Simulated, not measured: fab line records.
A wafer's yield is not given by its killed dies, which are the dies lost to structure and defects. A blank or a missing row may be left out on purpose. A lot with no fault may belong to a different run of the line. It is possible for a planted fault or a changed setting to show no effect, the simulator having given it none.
Matching of chambers    flow nandHarc    NHARC_HYBRID_BOND_ACTIVATE_00 on rieDiel-06: 4 sister chambers
The step chemistry N2, time 60 s. 16 wafers are shown with their chamber, then 8 later ones without.

== EACH WAFER AND ITS CHAMBER ==
wafer   chamber  showerheadPlenumPTorr (Torr)  drypumpMotorCurrentA (A)  oesProductAu (a.u.)
L078.1  1        1.63                          6.0                       1.004
L078.2  0        1.70                          6.3                       0.996
L078.3  2        1.78                          6.0                       1.000
L078.4  3        1.77                          5.3                       0.999
L078.5  2        1.78                          6.0                       0.998
L078.6  1        1.63                          6.0                       0.988
L079.1  0        1.70                          6.2                       0.996
L079.2  1        1.63                          6.0                       1.010
L079.3  2        1.78                          6.0                       1.007
L079.4  3        1.77                          5.3                       0.997
L079.5  1        1.63                          6.0                       1.015
L079.6  0        1.70                          6.2                       0.992
L082.1  3        1.77                          5.3                       0.998
L082.2  1        1.63                          6.0                       1.006
L082.3  2        1.77                          6.0                       1.005
L082.4  0        1.70                          6.3                       0.998

SIGNATURES, as means of the wafers listed above
reading                chamber 0  chamber 1  chamber 2  chamber 3  scatter within a chamber
showerheadPlenumPTorr  1.7000     1.6300     1.7775     1.7700     0.0025
drypumpMotorCurrentA   6.250      6.000      6.000      5.300      0.0289
oesProductAu           0.99550    1.00460    1.00250    0.99800    0.00638
Rule: a wafer's distance from a chamber is the root of the sum, over the readings, of the square of ((its reading less the chamber's mean) divided by the reading's scatter). The wafer belongs to the nearest chamber; if the next one is less than 2 further off, it can't be placed. The scatter: the root of (the sum of the squares of (reading less its chamber's mean) over the shown wafers, divided by (wafers less chambers)).

== WAFERS WHOSE CHAMBER IS MISSING ==
wafer   showerheadPlenumPTorr (Torr)  drypumpMotorCurrentA (A)  oesProductAu (a.u.)
L082.5  1.63                          6.0                       1.009
L082.6  1.77                          6.0                       0.995
L081.1  1.63                          6.0                       1.007
L081.2  1.77                          6.0                       0.999
L081.3  1.77                          5.3                       1.009
L081.4  1.70                          6.2                       0.999
L081.5  1.63                          6.0                       1.002
L081.6  1.70                          6.3                       1.001

== EACH ONE'S CHAMBER ==
wafer   from the rows above  in truth
L082.5  1                    1
L082.6  2                    2
L081.1  1                    1
L081.2  2                    2
L081.3  3                    3
L081.4  0                    0
L081.5  1                    1
L081.6  0                    0
Placed correctly: 8 of 8. Can't be placed from these rows: 0. Placed wrongly: 0.
